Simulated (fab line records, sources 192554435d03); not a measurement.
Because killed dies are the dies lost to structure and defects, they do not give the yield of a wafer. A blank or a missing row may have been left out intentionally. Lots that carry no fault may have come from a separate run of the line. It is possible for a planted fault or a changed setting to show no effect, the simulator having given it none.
Which of the tools did it? + flow n5_finfet + 23 lots, 69 wafers sampled, at 6 steps of a route of 1938

WHAT THE GAUGES READ, wafer by wafer
The record lacks any reading of a measuring or inspecting step that a usual standard deviation could be used to judge.

EACH LOT AND THE TOOL THAT RAN IT (in order: tool; ch and the chambers of the sampled wafers; start)
| lot  | N5_BEOL_M1_ETCHBACK_99             | N5_BEOL_M1_ETCH_70                 | N5_BEOL_M1_DEGAS_44          | N5_BEOL_M1_ANNEAL_49         | N5_BEOL_M1_CMP_52             | N5_BEOL_M1_PRE_CLEAN_60          |
|------|------------------------------------|------------------------------------|------------------------------|------------------------------|-------------------------------|----------------------------------|
| L074 | rie_diel-06 ch 1,2,3, day 6 07:53  | rie_diel-06 ch 1,2,3, day 6 07:56  | pvd_sputter-02, day 6 08:47  | pvd_sputter-01, day 6 09:32  | cmp-03 ch 1,2, day 6 11:43    | cvd_co-01 ch 0,1,2, day 6 12:02  |
| L075 | rie_diel-03 ch 1,3, day 6 20:44    | rie_diel-03 ch 1,3, day 6 20:46    | pvd_sputter-02, day 6 22:23  | pvd_sputter-02, day 6 23:02  | cmp-01 ch 0,2,3, day 7 01:17  | cvd_co-02 ch 0,1, day 7 01:35    |
| L076 | rie_diel-04 ch 0,3, day 7 04:20    | rie_diel-04 ch 0,3, day 7 04:22    | pvd_sputter-01, day 7 05:13  | pvd_sputter-01, day 7 06:05  | cmp-03 ch 0,3, day 7 08:17    | cvd_co-01 ch 0,1,2, day 7 08:37  |
| L077 | rie_diel-03 ch 0,2, day 7 09:02    | rie_diel-03 ch 0,2, day 7 09:04    | pvd_sputter-03, day 7 09:41  | pvd_sputter-03, day 7 10:22  | cmp-03 ch 0,2,3, day 7 12:44  | cvd_co-02 ch 0,1,2, day 7 13:02  |
| L078 | rie_diel-06 ch 1,3, day 7 09:23    | rie_diel-06 ch 1,3, day 7 09:26    | pvd_sputter-02, day 7 10:19  | pvd_sputter-02, day 7 11:11  | cmp-02 ch 0,2,3, day 7 13:22  | cvd_co-01 ch 0,1, day 7 13:42    |
| L080 | rie_diel-04 ch 0,1,2, day 7 17:56  | rie_diel-04 ch 0,1,2, day 7 17:58  | pvd_sputter-02, day 7 18:49  | pvd_sputter-01, day 7 19:52  | cmp-03 ch 0,3, day 7 21:58    | cvd_co-02 ch 0,1,2, day 7 22:19  |
| L079 | rie_diel-04 ch 2,3, day 7 23:39    | rie_diel-04 ch 2,3, day 7 23:41    | pvd_sputter-02, day 8 00:27  | pvd_sputter-03, day 8 03:05  | cmp-03 ch 0,3, day 8 05:17    | cvd_co-02 ch 0,2, day 8 05:47    |
| L081 | rie_diel-04 ch 0,3, day 8 07:19    | rie_diel-04 ch 0,3, day 8 07:21    | pvd_sputter-01, day 8 08:05  | pvd_sputter-03, day 8 08:49  | cmp-02 ch 0,1,2, day 8 11:04  | cvd_co-01 ch 0,1,2, day 8 11:19  |
| L082 | rie_diel-06 ch 0,1,3, day 8 07:23  | rie_diel-06 ch 0,1,3, day 8 07:26  | pvd_sputter-03, day 8 08:05  | pvd_sputter-01, day 8 08:57  | cmp-01 ch 0,3, day 8 11:07    | cvd_co-02 ch 0,1,2, day 8 11:27  |
| L083 | rie_diel-03 ch 0,1,3, day 8 19:41  | rie_diel-03 ch 0,1,3, day 8 19:43  | pvd_sputter-01, day 8 21:05  | pvd_sputter-01, day 8 22:01  | cmp-03 ch 0,2, day 9 01:06    | cvd_co-01 ch 0,1, day 9 01:30    |
| L084 | rie_diel-03 ch 1,2, day 9 11:20    | rie_diel-03 ch 1,2, day 9 11:23    | pvd_sputter-02, day 9 12:30  | pvd_sputter-03, day 9 13:13  | cmp-01 ch 0,2,3, day 9 15:23  | cvd_co-02 ch 1,2, day 9 15:43    |
| L086 | rie_diel-03 ch 0,2,3, day 9 13:02  | rie_diel-03 ch 0,2,3, day 9 13:04  | pvd_sputter-02, day 9 13:53  | pvd_sputter-02, day 9 16:22  | cmp-03 ch 0,2,3, day 9 18:46  | cvd_co-02 ch 0,1,2, day 9 19:04  |
| L087 | rie_diel-04 ch 0,1,3, day 9 16:04  | rie_diel-04 ch 0,1,3, day 9 16:07  | pvd_sputter-01, day 9 17:07  | pvd_sputter-03, day 9 17:55  | cmp-03 ch 0,1, day 9 20:07    | cvd_co-01 ch 0,2, day 9 20:32    |
| L089 | rie_diel-04 ch 1,2,3, day 10 01:25 | rie_diel-04 ch 1,2,3, day 10 01:26 | pvd_sputter-01, day 10 02:18 | pvd_sputter-03, day 10 02:57 | cmp-02 ch 0,1,3, day 10 05:11 | cvd_co-02 ch 1,2, day 10 05:27   |
| L088 | rie_diel-06 ch 1,2,3, day 10 01:36 | rie_diel-06 ch 1,2,3, day 10 01:38 | pvd_sputter-01, day 10 02:23 | pvd_sputter-02, day 10 03:11 | cmp-03 ch 0,1, day 10 05:22   | cvd_co-01 ch 0,2, day 10 05:42   |
| L090 | rie_diel-04 ch 1,2,3, day 10 05:09 | rie_diel-04 ch 1,2,3, day 10 05:11 | pvd_sputter-01, day 10 06:10 | pvd_sputter-03, day 10 06:53 | cmp-03 ch 1,2,3, day 10 09:04 | cvd_co-02 ch 0,1,2, day 10 09:23 |
| L091 | rie_diel-03 ch 0,2,3, day 10 18:30 | rie_diel-03 ch 0,2,3, day 10 18:32 | pvd_sputter-03, day 10 19:23 | pvd_sputter-02, day 10 22:19 | cmp-01 ch 0,2,3, day 11 00:41 | cvd_co-01 ch 0,2, day 11 00:59   |
| L092 | rie_diel-06 ch 1,2,3, day 11 03:06 | rie_diel-06 ch 1,2,3, day 11 03:08 | pvd_sputter-02, day 11 03:53 | pvd_sputter-03, day 11 04:50 | cmp-03 ch 0,1,3, day 11 07:03 | cvd_co-01 ch 0,1,2, day 11 07:23 |
| L093 | rie_diel-06 ch 0,1,3, day 11 05:25 | rie_diel-06 ch 0,1,3, day 11 05:27 | pvd_sputter-02, day 11 06:19 | pvd_sputter-03, day 11 07:10 | cmp-03 ch 0,1,2, day 11 09:20 | cvd_co-01 ch 1,2, day 11 09:41   |
| L096 | rie_diel-03 ch 0,1,3, day 11 18:58 | rie_diel-03 ch 0,1,3, day 11 19:01 | pvd_sputter-02, day 11 20:05 | pvd_sputter-01, day 11 20:56 | cmp-03 ch 0,3, day 11 23:07   | cvd_co-02 ch 0,2, day 11 23:26   |
| L094 | rie_diel-03 ch 1,2,3, day 11 21:37 | rie_diel-03 ch 1,2,3, day 11 21:40 | pvd_sputter-02, day 11 22:46 | pvd_sputter-03, day 11 23:32 | cmp-03 ch 1,2, day 12 01:43   | cvd_co-02 ch 0,2, day 12 02:07   |
| L095 | rie_diel-04 ch 0,3, day 11 21:49   | rie_diel-04 ch 0,3, day 11 21:51   | pvd_sputter-02, day 11 23:02 | pvd_sputter-01, day 11 23:49 | cmp-01 ch 2,3, day 12 02:08   | cvd_co-02 ch 0,1,2, day 12 02:28 |
| L097 | rie_diel-04 ch 0,2, day 12 08:22   | rie_diel-04 ch 0,2, day 12 08:24   | pvd_sputter-02, day 12 09:11 | pvd_sputter-03, day 12 10:01 | cmp-02 ch 0,1, day 12 12:14   | cvd_co-02 ch 0,1,2, day 12 12:32 |
- N5_BEOL_M1_ETCHBACK_99: etches SiO2 in CHF3, target depth 5 nm, time 10.4 s.
- N5_BEOL_M1_ETCH_70: etches SOC in N2/H2, target depth 80 nm, overetch 16 nm, time 120 s.
- N5_BEOL_M1_DEGAS_44: time 60 s.
- N5_BEOL_M1_ANNEAL_49: time 240 s.
- N5_BEOL_M1_CMP_52: polishes, stops on SiOC, t overpolish 6.8 s, target thk 40 nm.
- N5_BEOL_M1_PRE_CLEAN_60: time 15 s.

AS READ BY THE TOOLS THEMSELVES (means over the sampled wafers that have a number; for cases with no such wafer, the mark the record gives instead)
N5_BEOL_M1_ETCHBACK_99. Usual: CHF3_flow_sccm 12.00 sccm, standard deviation 0.037; drypump_motor_current_A 5.6 A, standard deviation 0.43; oes_product_au 0.79 a.u., standard deviation 0.087; rf_vpp_V 242 V, standard deviation 11; showerhead_plenum_p_Torr 2.14 Torr, standard deviation 0.063; throttle_valve_pct 17.14 %, standard deviation 0.2.
| lot  | tool        | CHF3_flow_sccm (sccm) | drypump_motor_current_A (A) | oes_product_au (a.u.) | rf_vpp_V (V) | showerhead_plenum_p_Torr (Torr) | throttle_valve_pct (%) | flag |
|------|-------------|-----------------------|-----------------------------|-----------------------|--------------|---------------------------------|------------------------|------|
| L074 | rie_diel-06 | 11.99                 | 6.0                         | 0.79                  | 247          | 2.15                            | 17.09                  |      |
| L075 | rie_diel-03 | 12.03                 | 6.0                         | 0.92                  | 246          | 2.24                            | 17.20                  |      |
| L076 | rie_diel-04 | 11.97                 | 5.4                         | 0.83                  | 233          | 2.11                            | 17.04                  |      |
| L077 | rie_diel-03 | 11.96                 | 5.2                         | 0.70                  | 254          | 2.15                            | 17.23                  |      |
| L078 | rie_diel-06 | 12.00                 | 5.9                         | 0.81                  | 254          | 2.15                            | 17.09                  |      |
| L080 | rie_diel-04 | 11.97                 | 5.6                         | 0.71                  | 231          | 2.11                            | 17.29                  |      |
| L079 | rie_diel-04 | 12.02                 | 5.3                         | 0.82                  | 233          | 2.08                            | 17.13                  |      |
| L081 | rie_diel-04 | 11.97                 | 5.4                         | 0.82                  | 234          | 2.11                            | 17.05                  |      |
| L082 | rie_diel-06 | 12.00                 | 5.7                         | 0.82                  | 247          | 2.14                            | 16.99                  |      |
| L083 | rie_diel-03 | 11.98                 | 5.6                         | 0.83                  | 252          | 2.22                            | 17.22                  |      |
| L084 | rie_diel-03 | 12.02                 | 5.3                         | 0.91                  | 249          | 2.18                            | 16.81                  |      |
| L086 | rie_diel-03 | 12.00                 | 5.6                         | 0.83                  | 247          | 2.16                            | 17.09                  |      |
| L087 | rie_diel-04 | 12.02                 | 5.4                         | 0.75                  | 233          | 2.12                            | 17.12                  |      |
| L089 | rie_diel-04 | 12.01                 | 5.4                         | 0.75                  | 232          | 2.09                            | 17.20                  |      |
| L088 | rie_diel-06 | 12.00                 | 6.0                         | 0.76                  | 246          | 2.14                            | 17.13                  |      |
| L090 | rie_diel-04 | 12.01                 | 5.4                         | 0.75                  | 232          | 2.09                            | 17.19                  |      |
| L091 | rie_diel-03 | 12.03                 | 5.6                         | 0.82                  | 247          | 2.16                            | 17.10                  |      |
| L092 | rie_diel-06 | 11.98                 | 6.0                         | 0.75                  | 246          | 2.14                            | 17.15                  |      |
| L093 | rie_diel-06 | 11.99                 | 5.7                         | 0.80                  | 248          | 2.13                            | 17.04                  |      |
| L096 | rie_diel-03 | 12.01                 | 5.6                         | 0.81                  | 253          | 2.21                            | 17.26                  |      |
| L094 | rie_diel-03 | 11.98                 | 5.7                         | 0.87                  | 247          | 2.20                            | 17.06                  |      |
| L095 | rie_diel-04 | 11.98                 | 5.7                         | 0.74                  | 232          | 2.11                            | 17.21                  |      |
| L097 | rie_diel-04 | 12.02                 | 5.8                         | 0.90                  | 234          | 2.24                            | 17.20                  |      |

N5_BEOL_M1_ETCH_70. Usual: drypump_motor_current_A 5.6 A, standard deviation 0.43; h2_flow_sccm 200.0 sccm, standard deviation 0.62; oes_product_au 0.60 a.u., standard deviation 0.064; rf_vpp_V 523.5 V, standard deviation 1.9; showerhead_plenum_p_Torr 2.53 Torr, standard deviation 0.071; throttle_valve_pct 17.95 %, standard deviation 0.29.
| lot  | tool        | drypump_motor_current_A (A) | h2_flow_sccm (sccm) | oes_product_au (a.u.) | rf_vpp_V (V) | showerhead_plenum_p_Torr (Torr) | throttle_valve_pct (%) | flag |
|------|-------------|-----------------------------|---------------------|-----------------------|--------------|---------------------------------|------------------------|------|
| L074 | rie_diel-06 | 6.0                         | 200.3               | 0.60                  | 523.9        | 2.55                            | 17.86                  |      |
| L075 | rie_diel-03 | 6.1                         | 200.3               | 0.70                  | 526.0        | 2.65                            | 18.14                  |      |
| L076 | rie_diel-04 | 5.4                         | 200.3               | 0.64                  | 522.8        | 2.51                            | 17.91                  |      |
| L077 | rie_diel-03 | 5.2                         | 200.8               | 0.55                  | 523.1        | 2.54                            | 17.99                  |      |
| L078 | rie_diel-06 | 5.9                         | 200.4               | 0.61                  | 523.7        | 2.56                            | 17.93                  |      |
| L080 | rie_diel-04 | 5.6                         | 199.9               | 0.55                  | 522.6        | 2.49                            | 18.14                  |      |
| L079 | rie_diel-04 | 5.4                         | 200.0               | 0.63                  | 522.5        | 2.47                            | 18.01                  |      |
| L081 | rie_diel-04 | 5.4                         | 199.8               | 0.64                  | 522.6        | 2.51                            | 17.94                  |      |
| L082 | rie_diel-06 | 5.7                         | 199.7               | 0.63                  | 523.9        | 2.53                            | 17.74                  |      |
| L083 | rie_diel-03 | 5.6                         | 200.1               | 0.64                  | 526.3        | 2.62                            | 18.04                  |      |
| L084 | rie_diel-03 | 5.3                         | 199.0               | 0.69                  | 524.9        | 2.58                            | 17.57                  |      |
| L086 | rie_diel-03 | 5.6                         | 200.1               | 0.63                  | 523.4        | 2.56                            | 17.95                  |      |
| L087 | rie_diel-04 | 5.4                         | 199.7               | 0.59                  | 522.5        | 2.51                            | 17.93                  |      |
| L089 | rie_diel-04 | 5.4                         | 199.8               | 0.58                  | 522.4        | 2.47                            | 18.02                  |      |
| L088 | rie_diel-06 | 6.0                         | 199.5               | 0.58                  | 524.4        | 2.54                            | 17.90                  |      |
| L090 | rie_diel-04 | 5.4                         | 200.1               | 0.57                  | 521.3        | 2.47                            | 18.01                  |      |
| L091 | rie_diel-03 | 5.6                         | 200.0               | 0.62                  | 523.8        | 2.55                            | 17.97                  |      |
| L092 | rie_diel-06 | 6.0                         | 199.7               | 0.58                  | 524.2        | 2.54                            | 17.92                  |      |
| L093 | rie_diel-06 | 5.7                         | 199.8               | 0.61                  | 522.9        | 2.52                            | 17.78                  |      |
| L096 | rie_diel-03 | 5.6                         | 200.0               | 0.62                  | 525.5        | 2.61                            | 18.08                  |      |
| L094 | rie_diel-03 | 5.7                         | 199.7               | 0.66                  | 525.5        | 2.60                            | 17.89                  |      |
| L095 | rie_diel-04 | 5.7                         | 200.1               | 0.58                  | 522.7        | 2.52                            | 18.12                  |      |
| L097 | rie_diel-04 | 5.8                         | 199.9               | 0.68                  | 525.8        | 2.67                            | 18.17                  |      |

N5_BEOL_M1_DEGAS_44. Usual: heater_power_w 338 W, standard deviation 23; susceptor_temp_C 250.00 C, standard deviation 0.17.
| lot  | tool           | heater_power_w (W) | susceptor_temp_C (C) | flag |
|------|----------------|--------------------|----------------------|------|
| L074 | pvd_sputter-02 | 313                | 250.17               |      |
| L075 | pvd_sputter-02 | 338                | 250.15               |      |
| L076 | pvd_sputter-01 | 339                | 250.08               |      |
| L077 | pvd_sputter-03 | 341                | 250.15               |      |
| L078 | pvd_sputter-02 | 332                | 249.98               |      |
| L080 | pvd_sputter-02 | 350                | 250.01               |      |
| L079 | pvd_sputter-02 | 330                | 249.86               |      |
| L081 | pvd_sputter-01 | 336                | 250.02               |      |
| L082 | pvd_sputter-03 | 345                | 250.00               |      |
| L083 | pvd_sputter-01 | 359                | 250.03               |      |
| L084 | pvd_sputter-02 | 350                | 250.06               |      |
| L086 | pvd_sputter-02 | 333                | 250.00               |      |
| L087 | pvd_sputter-01 | 322                | 250.08               |      |
| L089 | pvd_sputter-01 | 358                | 250.08               |      |
| L088 | pvd_sputter-01 | 345                | 249.89               |      |
| L090 | pvd_sputter-01 | 367                | 249.98               |      |
| L091 | pvd_sputter-03 | 344                | 250.18               |      |
| L092 | pvd_sputter-02 | 330                | 250.11               |      |
| L093 | pvd_sputter-02 | 331                | 249.99               |      |
| L096 | pvd_sputter-02 | 347                | 250.05               |      |
| L094 | pvd_sputter-02 | 340                | 250.10               |      |
| L095 | pvd_sputter-02 | 316                | 249.92               |      |
| L097 | pvd_sputter-02 | 312                | 250.13               |      |

N5_BEOL_M1_ANNEAL_49. Usual: heater_power_w 838 W, standard deviation 59; susceptor_temp_C 400.02 C, standard deviation 0.21.
| lot  | tool           | heater_power_w (W) | susceptor_temp_C (C) | flag |
|------|----------------|--------------------|----------------------|------|
| L074 | pvd_sputter-01 | 858                | 400.00               |      |
| L075 | pvd_sputter-02 | 863                | 400.02               |      |
| L076 | pvd_sputter-01 | 889                | 399.85               |      |
| L077 | pvd_sputter-03 | 886                | 399.89               |      |
| L078 | pvd_sputter-02 | 809                | 400.00               |      |
| L080 | pvd_sputter-01 | 856                | 399.97               |      |
| L079 | pvd_sputter-03 | 816                | 399.90               |      |
| L081 | pvd_sputter-03 | 764                | 399.93               |      |
| L082 | pvd_sputter-01 | 841                | 399.79               |      |
| L083 | pvd_sputter-01 | 856                | 399.88               |      |
| L084 | pvd_sputter-03 | 799                | 400.04               |      |
| L086 | pvd_sputter-02 | 856                | 400.17               |      |
| L087 | pvd_sputter-03 | 842                | 399.86               |      |
| L089 | pvd_sputter-03 | 848                | 400.12               |      |
| L088 | pvd_sputter-02 | 852                | 400.02               |      |
| L090 | pvd_sputter-03 | 865                | 400.15               |      |
| L091 | pvd_sputter-02 | 833                | 399.89               |      |
| L092 | pvd_sputter-03 | 866                | 399.88               |      |
| L093 | pvd_sputter-03 | 847                | 400.15               |      |
| L096 | pvd_sputter-01 | 814                | 400.11               |      |
| L094 | pvd_sputter-03 | 862                | 400.10               |      |
| L095 | pvd_sputter-01 | 911                | 400.12               |      |
| L097 | pvd_sputter-03 | 811                | 400.14               |      |

N5_BEOL_M1_CMP_52. Usual: barrier_field_endpoint_s 24.4 s, standard deviation 0.66; motor_current_A 6.2 A, standard deviation 0.75; overpolish_run_s 6.801 s, standard deviation 0.0084; pad_life_wafers 998, standard deviation 620; platen_rpm 50.00 rpm, standard deviation 0.036; time_to_endpoint_s 62 s, standard deviation 3.3.
| lot  | tool   | barrier_field_endpoint_s (s) | motor_current_A (A) | overpolish_run_s (s) | pad_life_wafers | platen_rpm (rpm) | time_to_endpoint_s (s) | flag |
|------|--------|------------------------------|---------------------|----------------------|-----------------|------------------|------------------------|------|
| L074 | cmp-03 | 24.2                         | 6.2                 | 6.808                | 2064            | 49.98            | 57                     |      |
| L075 | cmp-01 | 25.2                         | 5.2                 | 6.801                | 1532            | 49.99            | 66                     |      |
| L076 | cmp-03 | 24.1                         | 6.4                 | 6.789                | 126             | 50.01            | 62                     |      |
| L077 | cmp-03 | 24.8                         | 6.6                 | 6.803                | 188             | 49.99            | 63                     |      |
| L078 | cmp-02 | 24.5                         | 6.2                 | 6.800                | 739             | 50.02            | 61                     |      |
| L080 | cmp-03 | 24.3                         | 6.2                 | 6.803                | 252             | 50.01            | 59                     |      |
| L079 | cmp-03 | 24.2                         | 6.3                 | 6.792                | 308             | 50.01            | 63                     |      |
| L081 | cmp-02 | 25.2                         | 6.7                 | 6.798                | 926             | 49.99            | 62                     |      |
| L082 | cmp-01 | 24.6                         | 5.6                 | 6.805                | 1812            | 50.01            | 63                     |      |
| L083 | cmp-03 | 23.5                         | 7.0                 | 6.804                | 464             | 50.02            | 60                     |      |
| L084 | cmp-01 | 23.9                         | 5.4                 | 6.795                | 2029            | 49.99            | 61                     |      |
| L086 | cmp-03 | 24.4                         | 6.6                 | 6.807                | 614             | 50.01            | 60                     |      |
| L087 | cmp-03 | 23.9                         | 6.9                 | 6.795                | 626             | 50.03            | 65                     |      |
| L089 | cmp-02 | 25.2                         | 6.6                 | 6.797                | 1292            | 49.99            | 65                     |      |
| L088 | cmp-03 | 24.9                         | 6.8                 | 6.800                | 714             | 50.00            | 63                     |      |
| L090 | cmp-03 | 24.1                         | 5.9                 | 6.803                | 782             | 50.01            | 63                     |      |
| L091 | cmp-01 | 23.9                         | 5.3                 | 6.796                | 2156            | 49.98            | 61                     |      |
| L092 | cmp-03 | 23.8                         | 6.3                 | 6.797                | 973             | 49.96            | 61                     |      |
| L093 | cmp-03 | 23.8                         | 6.6                 | 6.806                | 991             | 50.05            | 64                     |      |
| L096 | cmp-03 | 24.4                         | 6.3                 | 6.807                | 1110            | 49.98            | 63                     |      |
| L094 | cmp-03 | 23.8                         | 6.1                 | 6.803                | 1134            | 49.96            | 60                     |      |
| L095 | cmp-01 | 24.4                         | 5.0                 | 6.798                | 163             | 49.95            | 64                     |      |
| L097 | cmp-02 | 24.3                         | 6.8                 | 6.805                | 1766            | 50.00            | 64                     |      |

N5_BEOL_M1_PRE_CLEAN_60. Usual: heater_power_w reads 87 W (standard deviation 27).
| lot  | tool      | heater_power_w (W) | flag |
|------|-----------|--------------------|------|
| L074 | cvd_co-01 | 99                 |      |
| L075 | cvd_co-02 | 75                 |      |
| L076 | cvd_co-01 | 100                |      |
| L077 | cvd_co-02 | 77                 |      |
| L078 | cvd_co-01 | 127                |      |
| L080 | cvd_co-02 | 76                 |      |
| L079 | cvd_co-02 | 77                 |      |
| L081 | cvd_co-01 | 101                |      |
| L082 | cvd_co-02 | 77                 |      |
| L083 | cvd_co-01 | 127                |      |
| L084 | cvd_co-02 | 78                 |      |
| L086 | cvd_co-02 | 77                 |      |
| L087 | cvd_co-01 | 77                 |      |
| L089 | cvd_co-02 | 77                 |      |
| L088 | cvd_co-01 | 77                 |      |
| L090 | cvd_co-02 | 77                 |      |
| L091 | cvd_co-01 | 78                 |      |
| L092 | cvd_co-01 | 103                |      |
| L093 | cvd_co-01 | 101                |      |
| L096 | cvd_co-02 | 76                 |      |
| L094 | cvd_co-02 | 77                 |      |
| L095 | cvd_co-02 | 78                 |      |
| L097 | cvd_co-02 | 77                 |      |

THE ANSWER, worked out from the rows above alone
Rule: take the mean of a lot's wafers that have a number; if it is more than 3 standard deviations from the usual mean, the lot is off. Also off: a lot with no number at a reading for which 4 or more lots have one. Where the step has rows for the other lots, those lots are counted as sound. After the gauges, taken in route order, come the tools' own readings; for these a lot's mean is taken, as printed above. The first step at which some lot is off is used, and at that step the reading that is off furthest; a lot without a number counts as furthest.
No lot is off at any reading shown: from this, nothing can be told.

WHAT THE SIMULATOR HAD INSERTED
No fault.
